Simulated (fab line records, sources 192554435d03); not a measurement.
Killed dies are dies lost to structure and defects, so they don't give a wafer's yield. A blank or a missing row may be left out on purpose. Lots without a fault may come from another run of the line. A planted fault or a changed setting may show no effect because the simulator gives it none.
A struck lot beside a sound one | flow n5_finfet | 36 steps out of a route of 1938
Sound: wafers L105.1, L105.2, L105.5. Struck: wafer L106.1. (L106.3, L106.6 of the same lot were not struck and are left out.) The cause comes at the end.
At each step with rows: each side's tool, then ch and its chambers, then its first start. Under that, the readings that differ: sound wafers | struck wafers | difference of the means | sigmas: that difference in standard deviations of wafers without a fault.
alike: readings whose means differ by less than 2 such deviations, and words and numbers that are the same on both sides. not compared: withheld readings, readings that some wafer has no value for, bounds like >300 that may hide the same value, and numbers for which the record gives no deviation and whose values overlap.
The two part at a step that has a row with sigmas, a row that says differs or no value, or rows on one side only. Numbers that don't overlap but have no deviation are shown without sigmas and don't part them. A reading that every wafer of one side lacks parts them only if that side has two wafers or more.

first, 9 steps without rows for these wafers: N5_MOL_CONTACT_COAG_PRECLEAN_127 (cleans in DIW, time 57.5 s); N5_MOL_CONTACT_COAG_SRD_128 (dry time 32 s); N5_MOL_CONTACT_COAG_CMP_52 (polishes, stops on SiO2, t overpolish 1.5 s, target thk 66.5 nm); N5_MOL_CONTACT_COAG_ANNEAL_112 (time 1800 s); N5_BEOL_M0_SAQP_PECVD_00 (deposits SiCN from 3MS/NH3, target thk 8 nm, time 14 s); N5_BEOL_M0_SAQP_ILD_DEP_01 (deposits SiOC from DEMS/O2, target thk 45.419 nm, time 8.7 s); N5_BEOL_M0_SAQP_HM_DEP_02 (deposits TiN, target thk 12 nm); N5_BEOL_M0_SAQP_PECVD_03 (deposits SiCN from 3MS/NH3, target thk 12 nm, time 21.1 s); N5_BEOL_M0_SAQP_PECVD_96 (deposits a-Si from SiH4/He, target thk 45 nm, time 45.2 s).
N5_BEOL_M0_SAQP_PECVD_97: deposits SiNx from SiH4/NH3/N2, target thk 23 nm, time 19.9 s.
  sound on pecvd-03 ch 1,2, day 7 08:09; struck on pecvd-03 ch 1, day 7 19:19
  reading                                         | sound          | struck | difference | sigmas
  model.SiNx_of_BEOL_M0_SAQP_PECVD_97.thk_nm (nm) | 23.2 23.4 23.8 | 17.2   | -6.3       |
  alike: heater_power_outer_w, heater_power_w, showerhead_plenum_p_Torr, throttle_valve_pct
then, 24 steps without rows for these wafers: N5_BEOL_M0_SAQP_PECVD_04 (deposits a-Si from SiH4/He, target thk 60 nm, time 60.2 s); N5_BEOL_M0_SAQP_HM_DEP_111 (deposits SiO2 from SiH4/N2O, target thk 12 nm, time 7.2 s); N5_BEOL_M0_SAQP_COAT_81 (time 60 s, resist thk 100 nm); N5_BEOL_M0_SAQP_COAT_82 (time 60 s, resist thk 30 nm); N5_BEOL_M0_SAQP_COAT_08 (resist thk 90 nm); N5_BEOL_M0_SAQP_EBR_10; N5_BEOL_M0_SAQP_SOFTBAKE_09 (time 60 s); N5_BEOL_M0_SAQP_EXPOSE_11 (exposes mask M0 CORE, target cd 42 nm); N5_BEOL_M0_SAQP_PEB_12 (peb time 60 s); N5_BEOL_M0_SAQP_DEVELOP_13 (develop time 30 s); N5_BEOL_M0_SAQP_DESCUM_19 (chemistry O2, time 7.9 s); N5_BEOL_M0_SAQP_ETCH_83 (etches SiARC in CF4, target depth 39 nm, time 65 s); N5_BEOL_M0_SAQP_ETCH_84 (etches SOC in N2/H2, target depth 100 nm, overetch 20 nm, time 150 s); N5_BEOL_M0_SAQP_STRIP_80 (strips in N2/H2); N5_BEOL_M0_SAQP_HM_OPEN_112 (chemistry CHF3/O2, target SiO2, stops on a-Si, target depth 12 nm, time 13.5 s); N5_BEOL_M0_SAQP_STRIP_113 (strips in CHF3/O2); N5_BEOL_M0_SAQP_MANDREL_ETCH_20 (etches a-Si in HBr/Cl2, stops on SiNx, target depth 60 nm, bt time 10 s, time 30 s); N5_BEOL_M0_SAQP_STRIP_86 (strips in N2/H2); N5_BEOL_M0_SAQP_STRIP_115 (strips in post etch residue remover, time 60 s); N5_BEOL_M0_SAQP_SRD_93 (time 30 s); N5_BEOL_M0_SAQP_RECESS_114 (chemistry HF/NH3, target SiO2, target depth 14.4 nm, afs cycles 3, sublimation time 60 s); N5_BEOL_M0_SAQP_SPACER1_ALD_98 (deposits SiO2, target thk 12.8 nm, pulse time 1 s, purge time 2 s); N5_BEOL_M0_SAQP_SPACER1_ETCHBACK_99 (etches SiO2 in CHF3/O2, target depth 15.4 nm, time 7.7 s); N5_BEOL_M0_SAQP_MANDREL1_REMOVE_100 (chemistry HBr/Cl2/O2, target a-Si, stops on SiNx, bt time 10 s).
N5_BEOL_M0_SAQP_ETCH_106: etches SOC in N2/H2, stops on SiNx, target depth 150 nm.
  sound on rie_diel-03 ch 0,3, day 7 11:10; struck on rie_diel-03 ch 1, day 7 22:17
  reading                                         | sound          | struck | difference | sigmas
  model.SiNx_of_BEOL_M0_SAQP_PECVD_97.thk_nm (nm) | 15.4 15.8 16.2 | 9.6    | -6.2       |
  alike: bias_w, drypump_motor_current_A, n2_flow_sccm, oes_product_au, rf_vpp_V, showerhead_plenum_p_Torr, throttle_valve_pct
  not compared: rf_hours_counter_h
-- the record jumps here: 2 days lie between the struck wafers' starts before and after (it left off in module BEOL_M0_SAQP and takes up again in module BEOL_M4, whose first step shown is number 1111 of the route) --
N5_BEOL_M4_RC_MEAS_101:
  sound on prober-02 ch 0, day 9 13:15; struck on prober-02 ch 0, day 10 04:27
  alike: DIBL_N, DIBL_P, IOFF_N, IOFF_P, ION_N, ION_P, SS_N, SS_P, VT_N, VT_P

WHERE THEY PART
Nowhere in this record.

WHY: what the simulator had put in
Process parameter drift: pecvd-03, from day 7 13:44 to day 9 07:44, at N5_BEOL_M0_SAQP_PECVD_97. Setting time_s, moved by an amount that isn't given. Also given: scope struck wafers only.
